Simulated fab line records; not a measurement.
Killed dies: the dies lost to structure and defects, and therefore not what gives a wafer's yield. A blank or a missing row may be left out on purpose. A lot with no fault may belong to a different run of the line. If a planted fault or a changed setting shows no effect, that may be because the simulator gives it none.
fab line records ; flow n5_finfet
[record] lots = 24; wafers = 72; last_day = 20
route steps=1938 shown BEOL_M11@1579 BEOL_M12@1633
lots that met no fault: taken from a fault-free run of the same line
start_h: hours from the record's first day to the start of the lot's first wafer shown ; wait_h: hours elapsed since this lot's preceding step ; " unchanged from the row above ; L1.1+2: a row that stands for several wafers ; - value missing, or start not given ; * or withheld: withheld ; < > ~ a bound
route shown NAME@n: names a module that has steps shown in the file, with the first one's number in the route ; usual: average and standard deviation across the fault-free wafers ; same: alike in all rows ; chamber/n: place in a boat ; sites: readings site by site ; _std_site: how widely they spread, as a standard deviation ; _edge_site: inner sites' mean taken away from outer sites' mean ; radius_mm: for every site, how far away it sits from the centre of the wafer ; mask NAME#n: copy n ; behind: the most recent tool/chamber to have shaped the wafer ; hold: cause of the lot's hold/its duration in hours/its outcome ; device: the n, p or np transistor that did not switch ; end of line: the route-end tests of the same wafers ; a step given without rows: its recipe and nothing more ; killed: at the first sort, the dies lost to defects and structure; wafer yield is something else ; map: a wafer's dies, marking killed ones x, the rest . and places with no die _
set.NAME: the setting that was run; set.NAME@STEP: the one run at that earlier step ; model.NAME: the simulator's own value behind a step, which no gauge read
a sample of lots followed through the steps of the route, with each step as a table and each wafer as a row
services: a tool's chamber out of use, with start hour (start_h, from the record's first day; less than 0 if before it), hours out, and reason
[[steps]]
[step N5_BEOL_M11_ETCH_41]
[recipe] chemistry = CH3F/O2; target = SiCN; target_depth_a = 426; taper_deg = 2; time_s = 86; ion_energy_ev = 120; mask_material = TiN; pressure_mtorr = 30; source_w = 395; bias_w = 75; Ar_flow_sccm = 150; CH3F_flow_sccm = 30; O2_flow_sccm = 20
[usual] chamber_pressure_mTorr = 29.997/0.029; drypump_motor_current_A = 5.7/0.43; oes_product_au = 0.76/0.052; rf_vpp_V = 297.1/1.7; showerhead_plenum_p_Torr = 1.99/0.077; throttle_valve_pct = 16.32/0.15
lot.wafer;tool;chamber;start_h;wait_h;chamber_pressure_mTorr;drypump_motor_current_A;oes_product_au;rf_hours_counter_h;rf_vpp_V;showerhead_plenum_p_Torr;throttle_valve_pct
L074.4;rie_diel-06;0;-;-;29.981;5.9;0.74;182;299.1;2.06;16.15
L074.5;rie_diel-06;3;-;-;30.015;5.7;0.73;-;299.0;2.08;16.39
L074.6;rie_diel-06;0;-;-;29.972;5.8;0.73;-;300.3;2.06;16.14
L075.2;rie_diel-05;1;-;-;30.048;6.5;0.88;25;294.6;1.96;16.11
L075.4;rie_diel-05;3;-;-;29.962;6.1;0.74;171;297.6;1.99;16.26
L075.6;rie_diel-05;1;-;-;29.987;6.5;0.88;-;297.9;1.96;16.10
L076.1;rie_diel-03;3;-;-;29.969;5.1;0.79;113;299.8;2.10;16.35
L076.2;rie_diel-03;2;-;-;29.985;6.1;0.73;188;296.0;1.91;16.08
L076.5;rie_diel-03;3;-;-;30.014;5.1;0.78;-;298.7;2.10;16.34
L079.1;rie_diel-06;1;-;-;30.034;5.5;0.79;142;293.5;1.83;16.37
L079.2;rie_diel-06;2;-;-;30.036;6.0;0.75;132;296.2;2.02;16.56
L079.6;rie_diel-06;0;-;-;29.982;5.9;0.73;-;298.8;2.06;16.16
L077.1;rie_diel-06;3;-;-;30.041;5.7;0.72;183;299.5;2.08;16.39
L077.3;rie_diel-06;2;-;-;30.054;6.0;0.75;136;297.2;2.01;16.56
L077.5;rie_diel-06;1;-;-;29.973;5.5;0.78;-;293.4;1.83;16.38
L078.2;rie_diel-06;1;-;-;29.976;5.5;0.78;148;294.1;1.83;16.38
L078.4;rie_diel-06;3;-;-;30.070;5.7;0.71;184;297.2;2.08;16.38
L078.5;rie_diel-06;1;-;-;29.998;5.5;0.78;-;294.5;1.83;16.38
L081.3;rie_diel-06;0;-;-;30.002;5.9;0.73;194;298.8;2.06;16.16
L081.4;rie_diel-06;3;-;-;30.002;5.7;0.72;187;297.2;2.08;16.41
L081.5;rie_diel-06;2;-;-;29.919;6.0;0.75;-;298.6;2.01;16.55
L080.1;rie_diel-03;2;-;-;29.972;6.1;0.72;200;297.3;1.91;16.13
L080.3;rie_diel-03;0;-;-;30.013;5.5;0.73;201;297.1;1.97;16.20
L080.6;rie_diel-03;1;-;-;29.956;5.4;0.83;-;295.6;1.95;16.16
L082.2;rie_diel-03;2;-;-;29.981;6.2;0.73;201;296.0;1.91;16.12
L082.3;rie_diel-03;0;-;-;30.015;5.5;0.73;202;295.9;1.97;16.21
L082.5;rie_diel-03;2;-;-;29.986;6.1;0.72;-;297.1;1.91;16.12
L083.1;rie_diel-03;1;-;-;30.011;5.4;0.84;77;296.6;1.95;16.17
L083.5;rie_diel-03;2;-;-;29.994;6.2;0.73;-;294.7;1.91;16.14
L083.6;rie_diel-03;1;-;-;29.982;5.4;0.84;-;297.0;1.95;16.15
L084.1;rie_diel-06;0;-;-;30.011;5.9;0.73;198;299.6;2.05;16.17
L084.3;rie_diel-06;2;-;-;29.967;6.0;0.74;144;297.5;2.01;16.58
L084.6;rie_diel-06;3;-;-;30.015;5.7;0.72;-;299.2;2.08;16.40
L085.1;rie_diel-05;1;-;-;30.005;6.5;0.86;41;296.3;1.95;16.16
L085.2;rie_diel-05;2;-;-;30.002;4.8;0.82;87;298.1;2.04;16.28
L085.6;rie_diel-05;0;-;-;30.001;5.6;0.67;-;296.9;1.96;16.51
L086.3;rie_diel-06;3;-;-;30.018;5.7;0.72;193;299.7;2.08;16.41
L086.4;rie_diel-06;1;-;-;29.974;5.5;0.77;161;295.1;1.83;16.40
L086.5;rie_diel-06;0;-;-;29.987;5.9;0.72;-;298.7;2.05;16.19
L087.3;rie_diel-03;0;-;-;29.960;5.5;0.72;213;296.6;1.97;16.24
L087.5;rie_diel-03;0;-;-;29.949;5.5;0.73;-;295.6;1.97;16.24
L087.6;rie_diel-03;1;-;-;30.047;5.4;0.82;-;295.5;1.94;16.17
L090.2;rie_diel-05;3;-;-;29.976;6.1;0.73;196;297.3;1.98;16.34
L090.3;rie_diel-05;1;-;-;30.031;6.5;0.84;50;296.0;1.95;16.16
L090.4;rie_diel-05;0;-;-;30.001;5.6;0.68;250;296.3;1.96;16.52
L088.1;rie_diel-05;1;-;-;30.048;6.5;0.85;52;295.6;1.95;16.14
L088.2;rie_diel-05;3;-;-;29.988;6.1;0.74;198;296.9;1.98;16.35
L088.5;rie_diel-05;1;-;-;29.996;6.5;0.83;-;297.8;1.95;16.15
L089.1;rie_diel-06;2;-;-;29.982;6.1;0.74;155;296.4;2.01;16.61
L089.3;rie_diel-06;0;-;-;29.990;5.9;0.72;209;298.1;2.05;16.22
L089.4;rie_diel-06;0;-;-;29.995;5.9;0.72;-;298.8;2.05;16.21
L092.2;rie_diel-05;3;-;-;30.020;6.1;0.72;200;298.2;1.98;16.35
L092.5;rie_diel-05;3;-;-;30.007;6.1;0.72;-;297.1;1.98;16.35
L092.6;rie_diel-05;1;-;-;30.037;6.5;0.83;-;296.6;1.95;16.16
L091.3;rie_diel-05;1;-;-;30.010;6.5;0.82;56;295.8;1.95;16.17
L091.5;rie_diel-05;2;-;-;30.030;4.8;0.81;-;297.1;2.03;16.30
L091.6;rie_diel-05;3;-;-;30.005;6.1;0.72;-;296.9;1.98;16.35
L093.1;rie_diel-06;0;-;-;29.985;5.9;0.72;215;297.6;2.05;16.22
L093.4;rie_diel-06;1;-;-;29.982;5.5;0.76;169;294.4;1.82;16.42
L093.5;rie_diel-06;3;-;-;29.977;5.7;0.71;-;299.6;2.07;16.42
L095.2;rie_diel-03;1;-;-;30.000;5.4;0.82;94;296.7;1.94;16.18
L095.3;rie_diel-03;2;-;-;29.986;6.2;0.71;222;294.7;1.90;16.16
L095.5;rie_diel-03;3;-;-;29.953;5.1;0.75;-;299.4;2.09;16.42
L094.1;rie_diel-05;0;-;-;29.975;5.6;0.94;5;296.9;1.96;16.08
L094.5;rie_diel-05;1;-;-;30.016;6.5;0.82;-;296.5;1.95;16.18
L094.6;rie_diel-05;2;-;-;29.978;4.8;0.81;-;297.5;2.03;16.31
L096.1;rie_diel-06;1;-;-;29.961;5.5;0.76;179;294.1;1.82;16.43
L096.3;rie_diel-06;3;-;-;29.980;5.7;0.69;214;298.3;2.07;16.45
L096.5;rie_diel-06;2;-;-;30.020;6.0;0.72;-;295.7;2.00;16.62
L097.1;rie_diel-06;2;-;-;29.994;6.0;0.72;179;296.2;2.00;16.63
L097.2;rie_diel-06;3;-;-;30.002;5.7;0.70;220;299.2;2.07;16.46
L097.3;rie_diel-06;0;-;-;29.948;5.9;0.70;232;297.3;2.04;16.26
[step N5_BEOL_M11_ALD_74]
[recipe] material = TaN; target_thk_a = 20; temp_c = 275; ald_precursor_family = PDMAT; ald_co_reactant = NH3; pressure_torr = 3; carrier_flow_sccm = 1500; pulse_time_s = 2; purge_time_s = 3; co_reactant_purge_time_s = 2; co_reactant_pulse_time_s = 3; ald_cycles = 40; precursor_vessel_temp_c = 75; precursor_vessel_pressure_torr = 26.25; precursor_vessel_carrier_sccm = 1000
[usual] heater_power_outer_w = 234/25; heater_power_w = 425/40; precursor_vessel_carrier_sccm = 1000/3.1; susceptor_temp_C = 275.00/0.18
[same] co_reactant_purge_time_s = 2
lot.wafer;tool;chamber;start_h;wait_h;heater_power_outer_w;heater_power_w;precursor_vessel_carrier_sccm;susceptor_temp_C
L074.4;ald_metal-03;2;247.85;0.0;245;454;992;275.09
L074.5;ald_metal-03;2;247.85;0.0;245;451;998;275.14
L074.6;ald_metal-03;1;247.85;0.0;222;399;1001;275.07
L075.2;ald_metal-01;1;248.47;0.0;239;432;1001;275.04
L075.4;ald_metal-01;3;248.47;0.0;241;421;999;274.89
L075.6;ald_metal-01;1;248.47;0.0;239;438;1002;275.04
L076.1;ald_metal-03;2;256.28;0.0;244;440;1004;274.98
L076.2;ald_metal-03;3;256.28;0.0;222;406;995;275.00
L076.5;ald_metal-03;3;256.28;0.0;224;396;998;275.03
L079.1;ald_metal-01;1;262.61;0.1;242;435;1002;274.98
L079.2;ald_metal-01;2;262.61;0.1;252;450;1001;274.54
L079.6;ald_metal-01;1;262.61;0.1;234;445;993;275.09
L077.1;ald_metal-01;3;276.51;0.0;239;407;999;274.85
L077.3;ald_metal-01;2;276.51;0.0;259;443;996;274.96
L077.5;ald_metal-01;2;276.51;0.0;254;440;1001;274.73
L078.2;ald_metal-02;3;282.88;0.0;261;436;999;275.03
L078.4;ald_metal-02;2;282.88;0.0;227;399;1000;275.07
L078.5;ald_metal-02;0;282.88;0.0;225;436;1002;275.04
L081.3;ald_metal-01;3;291.03;0.1;239;427;996;274.97
L081.4;ald_metal-01;2;291.03;0.1;256;431;999;274.97
L081.5;ald_metal-01;1;291.03;0.1;240;440;999;274.73
L080.1;ald_metal-03;3;295.69;0.0;227;395;998;275.10
L080.3;ald_metal-03;2;295.69;0.0;251;461;1000;274.56
L080.6;ald_metal-03;0;295.69;0.0;198;392;998;275.12
L082.2;ald_metal-03;2;299.81;0.1;249;457;999;274.89
L082.3;ald_metal-03;3;299.81;0.1;224;397;1005;275.08
L082.5;ald_metal-03;0;299.81;0.1;202;378;995;275.00
L083.1;ald_metal-03;2;300.46;0.1;245;443;1002;275.22
L083.5;ald_metal-03;2;300.46;0.1;247;452;1004;275.14
L083.6;ald_metal-03;3;300.46;0.1;223;394;999;275.07
L084.1;ald_metal-02;0;303.38;0.1;225;445;993;275.08
L084.3;ald_metal-02;3;303.38;0.1;258;425;1003;274.96
L084.6;ald_metal-02;1;303.38;0.1;323;563;1000;274.51
L085.1;ald_metal-01;1;305.68;0.0;234;435;994;274.69
L085.2;ald_metal-01;0;305.68;0.0;214;422;1003;274.95
L085.6;ald_metal-01;1;305.68;0.0;245;439;995;275.28
L086.3;ald_metal-01;2;323.36;0.0;251;449;998;275.23
L086.4;ald_metal-01;3;323.36;0.0;240;424;999;275.12
L086.5;ald_metal-01;3;323.36;0.0;240;415;998;275.08
L087.3;ald_metal-03;0;331.31;0.0;200;377;1003;274.95
L087.5;ald_metal-03;1;331.31;0.0;223;395;1003;275.04
L087.6;ald_metal-03;0;331.31;0.0;201;381;1000;275.13
L090.2;ald_metal-01;0;334.89;0.0;215;420;999;275.36
L090.3;ald_metal-01;3;334.89;0.0;237;417;1002;274.95
L090.4;ald_metal-01;1;334.89;0.0;239;439;1005;274.92
L088.1;ald_metal-03;3;339.06;0.0;226;393;999;275.09
L088.2;ald_metal-03;1;339.06;0.0;221;392;998;275.00
L088.5;ald_metal-03;1;339.06;0.0;218;403;999;275.24
L089.1;ald_metal-02;2;339.26;0.0;229;401;999;275.01
L089.3;ald_metal-02;3;339.26;0.0;264;441;1002;275.00
L089.4;ald_metal-02;0;339.26;0.0;224;439;1003;274.91
L092.2;ald_metal-02;2;346.49;0.0;232;402;1003;275.11
L092.5;ald_metal-02;0;346.49;0.0;229;445;997;274.87
L092.6;ald_metal-02;2;346.49;0.0;234;400;1003;274.85
L091.3;ald_metal-02;3;352.01;0.0;253;422;1005;275.03
L091.5;ald_metal-02;1;352.01;0.0;317;574;995;275.10
L091.6;ald_metal-02;0;352.01;0.0;227;437;997;274.96
L093.1;ald_metal-01;3;358.53;0.1;234;402;1000;275.10
L093.4;ald_metal-01;0;358.53;0.1;206;404;995;274.69
L093.5;ald_metal-01;1;358.53;0.1;212;391;1001;274.99
L095.2;ald_metal-02;0;366.45;0.0;221;437;1003;274.62
L095.3;ald_metal-02;2;366.45;0.0;225;403;997;274.96
L095.5;ald_metal-02;1;366.45;0.0;310;575;998;274.95
L094.1;ald_metal-03;1;366.54;0.1;225;390;995;274.85
L094.5;ald_metal-03;0;366.54;0.1;196;387;998;274.83
L094.6;ald_metal-03;1;366.54;0.1;226;392;999;274.95
L096.1;ald_metal-03;0;392.39;0.0;199;374;1001;274.76
L096.3;ald_metal-03;3;392.39;0.0;220;387;1001;275.17
L096.5;ald_metal-03;3;392.39;0.0;222;392;999;275.25
L097.1;ald_metal-03;1;426.97;0.1;219;391;1000;275.19
L097.2;ald_metal-03;0;426.97;0.1;199;379;998;275.20
L097.3;ald_metal-03;3;426.97;0.1;222;397;999;274.82
[step N5_BEOL_M11_THK_MEAS_53]
[recipe] thk_meas_gauge = xrf; reads = Cu_of_BEOL_M11_ECD_50
[usual] M11_THK = 139.0/2.9
lot.wafer;tool;chamber;start_h;wait_h;M11_THK[nm]
L074.4;film_metro-02;-;249.26;-;138.6
L074.5;film_metro-02;-;249.26;-;137.7
L074.6;film_metro-02;-;249.26;-;140.1
L075.2;film_metro-02;-;251.32;-;143.1
L075.4;film_metro-02;-;251.32;-;139.7
L075.6;film_metro-02;-;251.32;-;142.5
L076.1;film_metro-02;-;259.49;-;135.6
L076.2;film_metro-02;-;259.49;-;140.2
L076.5;film_metro-02;-;259.49;-;134.9
L079.1;film_metro-02;-;265.48;-;141.8
L079.2;film_metro-02;-;265.48;-;136.3
L079.6;film_metro-02;-;265.48;-;138.7
L077.1;film_metro-01;-;278.65;-;135.0
L077.3;film_metro-01;-;278.65;-;137.2
L077.5;film_metro-01;-;278.65;-;140.2
L078.2;film_metro-02;-;285.84;-;144.4
L078.4;film_metro-02;-;285.84;-;136.2
L078.5;film_metro-02;-;285.84;-;144.7
L081.3;film_metro-02;-;292.74;-;138.8
L081.4;film_metro-02;-;292.74;-;136.8
L081.5;film_metro-02;-;292.74;-;138.3
L080.1;film_metro-01;-;297.79;-;140.4
L080.3;film_metro-01;-;297.79;-;142.0
L080.6;film_metro-01;-;297.79;-;144.6
L082.2;film_metro-02;-;301.32;-;141.5
L082.3;film_metro-02;-;301.32;-;140.4
L082.5;film_metro-02;-;301.32;-;141.2
L083.1;film_metro-01;-;302.30;-;141.1
L083.5;film_metro-01;-;302.30;-;137.5
L083.6;film_metro-01;-;302.30;-;143.8
L084.1;film_metro-02;-;304.94;-;138.2
L084.3;film_metro-02;-;304.94;-;136.6
L084.6;film_metro-02;-;304.94;-;135.4
L085.1;film_metro-02;-;307.12;-;140.2
L085.2;film_metro-02;-;307.12;-;141.7
L085.6;film_metro-02;-;307.12;-;138.4
L086.3;film_metro-01;-;326.48;-;134.6
L086.4;film_metro-01;-;326.48;-;138.3
L086.5;film_metro-01;-;326.48;-;134.8
L087.3;film_metro-01;-;333.07;-;137.1
L087.5;film_metro-01;-;333.07;-;139.2
L087.6;film_metro-01;-;333.07;-;141.6
L090.2;film_metro-02;-;336.40;-;138.3
L090.3;film_metro-02;-;336.40;-;142.4
L090.4;film_metro-02;-;336.40;-;138.4
L088.1;film_metro-01;-;340.44;-;141.3
L088.2;film_metro-01;-;340.44;-;138.0
L088.5;film_metro-01;-;340.44;-;139.3
L089.1;film_metro-01;-;340.75;-;138.5
L089.3;film_metro-01;-;340.75;-;137.1
L089.4;film_metro-01;-;340.75;-;137.1
L092.2;film_metro-02;-;347.89;-;136.5
L092.5;film_metro-02;-;347.89;-;137.8
L092.6;film_metro-02;-;347.89;-;140.8
L091.3;film_metro-01;-;353.81;-;138.9
L091.5;film_metro-01;-;353.81;-;138.3
L091.6;film_metro-01;-;353.81;-;137.1
L093.1;film_metro-02;-;360.26;-;141.4
L093.4;film_metro-02;-;360.26;-;145.0
L093.5;film_metro-02;-;360.26;-;137.9
L095.2;film_metro-02;-;367.84;-;144.8
L095.3;film_metro-02;-;367.84;-;140.9
L095.5;film_metro-02;-;367.84;-;134.3
L094.1;film_metro-01;-;368.14;-;140.7
L094.5;film_metro-01;-;368.14;-;140.2
L094.6;film_metro-01;-;368.14;-;138.3
L096.1;film_metro-02;-;394.19;-;142.8
L096.3;film_metro-02;-;394.19;-;134.2
L096.5;film_metro-02;-;394.19;-;138.7
L097.1;film_metro-01;-;429.39;-;136.7
L097.2;film_metro-01;-;429.39;-;135.4
L097.3;film_metro-01;-;429.39;-;137.2
[step N5_BEOL_M12_OVL_MEAS_29]
[recipe] points_per_wafer = 44
[usual] M12_OVL = -6/6
lot.wafer;tool;chamber;start_h;wait_h;M12_OVL[nm]
L074.4;overlay-01;0;250.95;0.0;-3
L074.5;overlay-01;0;250.95;0.0;2
L074.6;overlay-01;0;250.95;0.0;-6
L075.2;overlay-02;0;253.01;0.0;-1
L075.4;overlay-02;0;253.01;0.0;-4
L075.6;overlay-02;0;253.01;0.0;-6
L076.1;overlay-01;0;261.21;0.0;-5
L076.2;overlay-01;0;261.21;0.0;-13
L076.5;overlay-01;0;261.21;0.0;-13
L079.1;overlay-02;0;267.10;0.0;-1
L079.2;overlay-02;0;267.10;0.0;-4
L079.6;overlay-02;0;267.10;0.0;-12
L077.1;overlay-02;0;280.22;0.0;-9
L077.3;overlay-02;0;280.22;0.0;-6
L077.5;overlay-02;0;280.22;0.0;-9
L078.2;overlay-02;0;287.43;0.0;-5
L078.4;overlay-02;0;287.43;0.0;-6
L078.5;overlay-02;0;287.43;0.0;-9
L081.3;overlay-01;0;294.58;0.0;-7
L081.4;overlay-01;0;294.58;0.0;-6
L081.5;overlay-01;0;294.58;0.0;-4
L080.1;overlay-02;0;299.52;0.0;-12
L080.3;overlay-02;0;299.52;0.0;-2
L080.6;overlay-02;0;299.52;0.0;-7
L082.2;overlay-02;0;303.06;0.0;-8
L082.3;overlay-02;0;303.06;0.0;-11
L082.5;overlay-02;0;303.06;0.0;-9
L083.1;overlay-02;0;304.13;0.0;4
L083.5;overlay-02;0;304.13;0.0;2
L083.6;overlay-02;0;304.13;0.0;9
L084.1;overlay-02;0;306.72;0.0;-8
L084.3;overlay-02;0;306.72;0.0;-2
L084.6;overlay-02;0;306.72;0.0;-7
L085.1;overlay-01;0;308.81;0.0;-9
L085.2;overlay-01;0;308.81;0.0;3
L085.6;overlay-01;0;308.81;0.0;-5
L086.3;overlay-02;0;328.07;0.0;-12
L086.4;overlay-02;0;328.07;0.0;-13
L086.5;overlay-02;0;328.07;0.0;-3
L087.3;overlay-02;0;334.63;0.0;-12
L087.5;overlay-02;0;334.63;0.0;-9
L087.6;overlay-02;0;334.63;0.0;-7
L090.2;overlay-02;0;338.08;0.0;-13
L090.3;overlay-02;0;338.08;0.0;-11
L090.4;overlay-02;0;338.08;0.0;-11
L088.1;overlay-01;0;342.13;0.0;-5
L088.2;overlay-01;0;342.13;0.0;-2
L088.5;overlay-01;0;342.13;0.0;4
L089.1;overlay-01;0;342.56;0.0;1
L089.3;overlay-01;0;342.56;0.0;-7
L089.4;overlay-01;0;342.56;0.0;-18
L092.2;overlay-02;0;349.57;0.0;-18
L092.5;overlay-02;0;349.57;0.0;-10
L092.6;overlay-02;0;349.57;0.0;-8
L091.3;overlay-02;0;355.49;0.0;1
L091.5;overlay-02;0;355.49;0.0;-6
L091.6;overlay-02;0;355.49;0.0;-3
L093.1;overlay-01;0;361.95;0.0;-8
L093.4;overlay-01;0;361.95;0.0;-13
L093.5;overlay-01;0;361.95;0.0;-6
L095.2;overlay-02;0;369.65;0.0;6
L095.3;overlay-02;0;369.65;0.0;2
L095.5;overlay-02;0;369.65;0.0;0
L094.1;overlay-02;0;370.00;0.0;-5
L094.5;overlay-02;0;370.00;0.0;0
L094.6;overlay-02;0;370.00;0.0;-18
L096.1;overlay-01;0;396.18;0.0;-10
L096.3;overlay-01;0;396.18;0.0;-9
L096.5;overlay-01;0;396.18;0.0;-13
L097.1;overlay-01;0;430.98;0.0;-15
L097.2;overlay-01;0;430.98;0.0;-15
L097.3;overlay-01;0;430.98;0.0;-11
[step N5_BEOL_M12_OCD_MEAS_35]
[usual] trench_depth_nm = 317/5.1
lot.wafer;tool;chamber;start_h;wait_h;trench_depth_nm
L074.4;ocd-01;-;251.73;0.0;315
L074.5;ocd-01;-;251.73;0.0;314
L074.6;ocd-01;-;251.73;0.0;315
L075.2;ocd-01;-;253.59;0.0;313
L075.4;ocd-01;-;253.59;0.0;316
L075.6;ocd-01;-;253.59;0.0;311
L076.1;ocd-01;-;261.90;0.0;318
L076.2;ocd-01;-;261.90;0.0;313
L076.5;ocd-01;-;261.90;0.0;315
L079.1;ocd-02;-;267.68;0.0;323
L079.2;ocd-02;-;267.68;0.0;318
L079.6;ocd-02;-;267.68;0.0;317
L077.1;ocd-01;-;280.79;0.0;319
L077.3;ocd-01;-;280.79;0.0;318
L077.5;ocd-01;-;280.79;0.0;319
L078.2;ocd-02;-;288.01;0.0;314
L078.4;ocd-02;-;288.01;0.0;308
L078.5;ocd-02;-;288.01;0.0;310
L081.3;ocd-02;-;295.15;0.0;307
L081.4;ocd-02;-;295.15;0.0;315
L081.5;ocd-02;-;295.15;0.0;318
L080.1;ocd-02;-;300.10;0.0;314
L080.3;ocd-02;-;300.10;0.0;324
L080.6;ocd-02;-;300.10;0.0;322
L082.2;ocd-01;-;303.67;0.0;327
L082.3;ocd-01;-;303.67;0.0;325
L082.5;ocd-01;-;303.67;0.0;326
L083.1;ocd-01;-;304.88;0.0;309
L083.5;ocd-01;-;304.88;0.0;312
L083.6;ocd-01;-;304.88;0.0;311
L084.1;ocd-01;-;307.30;0.0;321
L084.3;ocd-01;-;307.30;0.0;319
L084.6;ocd-01;-;307.30;0.0;323
L085.1;ocd-02;-;309.39;0.0;315
L085.2;ocd-02;-;309.39;0.0;312
L085.6;ocd-02;-;309.39;0.0;316
L086.3;ocd-02;-;328.71;0.0;323
L086.4;ocd-02;-;328.71;0.0;325
L086.5;ocd-02;-;328.71;0.0;322
L087.3;ocd-02;-;335.21;0.0;313
L087.5;ocd-02;-;335.21;0.0;316
L087.6;ocd-02;-;335.21;0.0;325
L090.2;ocd-01;-;339.01;0.0;324
L090.3;ocd-01;-;339.01;0.0;317
L090.4;ocd-01;-;339.01;0.0;326
L088.1;ocd-02;-;342.70;0.0;327
L088.2;ocd-02;-;342.70;0.0;316
L088.5;ocd-02;-;342.70;0.0;323
L089.1;ocd-01;-;343.13;0.0;313
L089.3;ocd-01;-;343.13;0.0;314
L089.4;ocd-01;-;343.13;0.0;319
L092.2;ocd-02;-;350.15;0.0;315
L092.5;ocd-02;-;350.15;0.0;314
L092.6;ocd-02;-;350.15;0.0;313
L091.3;ocd-01;-;356.37;0.0;322
L091.5;ocd-01;-;356.37;0.0;318
L091.6;ocd-01;-;356.37;0.0;314
L093.1;ocd-02;-;362.52;0.0;310
L093.4;ocd-02;-;362.52;0.0;318
L093.5;ocd-02;-;362.52;0.0;310
L095.2;ocd-02;-;370.23;0.0;321
L095.3;ocd-02;-;370.23;0.0;313
L095.5;ocd-02;-;370.23;0.0;313
L094.1;ocd-01;-;370.72;0.0;315
L094.5;ocd-01;-;370.72;0.0;313
L094.6;ocd-01;-;370.72;0.0;314
L096.1;ocd-02;-;396.76;0.0;322
L096.3;ocd-02;-;396.76;0.0;316
L096.5;ocd-02;-;396.76;0.0;326
L097.1;ocd-01;-;431.62;0.0;306
L097.2;ocd-01;-;431.62;0.0;314
L097.3;ocd-01;-;431.62;0.0;312
[step N5_BEOL_M12_THK_MEAS_50]
[recipe] thk_meas_gauge = xrf; reads = Cu_of_BEOL_M12_ECD_47
[usual] M12_THK = 317/5.8
lot.wafer;tool;chamber;start_h;wait_h;M12_THK[nm]
L074.4;film_metro-02;-;257.51;-;318
L074.5;film_metro-02;-;257.51;-;316
L074.6;film_metro-02;-;257.51;-;317
L075.2;film_metro-01;-;258.50;-;311
L075.4;film_metro-01;-;258.50;-;313
L075.6;film_metro-01;-;258.50;-;310
L076.1;film_metro-02;-;264.29;-;318
L076.2;film_metro-02;-;264.29;-;314
L076.5;film_metro-02;-;264.29;-;314
L079.1;film_metro-02;-;271.60;-;321
L079.2;film_metro-02;-;271.60;-;314
L079.6;film_metro-02;-;271.60;-;314
L077.1;film_metro-02;-;283.61;-;320
L077.3;film_metro-02;-;283.61;-;318
L077.5;film_metro-02;-;283.61;-;321
L078.2;film_metro-01;-;293.99;-;317
L078.4;film_metro-01;-;293.99;-;310
L078.5;film_metro-01;-;293.99;-;312
L081.3;film_metro-02;-;296.87;-;306
L081.4;film_metro-02;-;296.87;-;316
L081.5;film_metro-02;-;296.87;-;320
L080.1;film_metro-02;-;302.10;-;316
L080.3;film_metro-02;-;302.10;-;329
L080.6;film_metro-02;-;302.10;-;325
L082.2;film_metro-01;-;307.66;-;326
L082.3;film_metro-01;-;307.66;-;324
L082.5;film_metro-01;-;307.66;-;325
L083.1;film_metro-02;-;308.28;-;307
L083.5;film_metro-02;-;308.28;-;311
L083.6;film_metro-02;-;308.28;-;313
L084.1;film_metro-02;-;314.35;-;322
L084.3;film_metro-02;-;314.35;-;317
L084.6;film_metro-02;-;314.35;-;323
L085.1;film_metro-02;-;314.89;-;315
L085.2;film_metro-02;-;314.89;-;310
L085.6;film_metro-02;-;314.89;-;315
L086.3;film_metro-01;-;331.30;-;323
L086.4;film_metro-01;-;331.30;-;326
L086.5;film_metro-01;-;331.30;-;322
L087.3;film_metro-01;-;336.83;-;311
L087.5;film_metro-01;-;336.83;-;314
L087.6;film_metro-01;-;336.83;-;322
L090.2;film_metro-02;-;340.71;-;327
L090.3;film_metro-02;-;340.71;-;321
L090.4;film_metro-02;-;340.71;-;330
L088.1;film_metro-02;-;345.96;-;331
L088.2;film_metro-02;-;345.96;-;319
L088.5;film_metro-02;-;345.96;-;326
L089.1;film_metro-01;-;346.19;-;311
L089.3;film_metro-01;-;346.19;-;311
L089.4;film_metro-01;-;346.19;-;315
L092.2;film_metro-01;-;354.31;-;313
L092.5;film_metro-01;-;354.31;-;312
L092.6;film_metro-01;-;354.31;-;312
L091.3;film_metro-02;-;361.88;-;322
L091.5;film_metro-02;-;361.88;-;318
L091.6;film_metro-02;-;361.88;-;314
L093.1;film_metro-02;-;364.70;-;311
L093.4;film_metro-02;-;364.70;-;320
L093.5;film_metro-02;-;364.70;-;312
L095.2;film_metro-02;-;376.45;-;322
L095.3;film_metro-02;-;376.45;-;313
L095.5;film_metro-02;-;376.45;-;313
L094.1;film_metro-01;-;377.26;-;312
L094.5;film_metro-01;-;377.26;-;315
L094.6;film_metro-01;-;377.26;-;316
L096.1;film_metro-01;-;398.40;-;321
L096.3;film_metro-01;-;398.40;-;312
L096.5;film_metro-01;-;398.40;-;325
L097.1;film_metro-02;-;438.58;-;305
L097.2;film_metro-02;-;438.58;-;312
L097.3;film_metro-02;-;438.58;-;311
[[services]]
tool;chamber;start_h;hours;kind
rie_diel-03;2;225.59;2.0;repair
ald_metal-03;3;229.57;6.1;repair
ald_metal-03;-;236.13;1.1;repair
rie_diel-05;0;241.22;3.8;repair
ald_metal-02;2;257.74;11.7;repair
ald_metal-01;3;259.45;5.5;repair
ald_metal-03;-;260.28;2.8;pm
ald_metal-03;0;265.40;12.5;repair
ald_metal-03;1;289.38;26.9;repair
rie_diel-06;3;291.19;8.3;repair
ald_metal-01;-;291.55;8.7;pm
ald_metal-01;2;302.09;3.9;repair
ald_metal-01;-;317.65;2.7;repair
rie_diel-05;0;320.99;2.0;repair
ald_metal-02;1;327.40;21.6;repair
ald_metal-02;2;329.68;6.1;repair
rie_diel-06;1;332.37;8.2;repair
ald_metal-01;-;337.25;14.0;pm
rie_diel-03;1;353.01;10.2;repair
rie_diel-03;2;354.84;6.4;repair
ald_metal-03;1;375.51;26.3;repair
rie_diel-05;3;398.86;1.8;repair
rie_diel-06;3;407.97;4.8;repair
ald_metal-03;3;420.65;6.1;repair
[[key]]
fault none
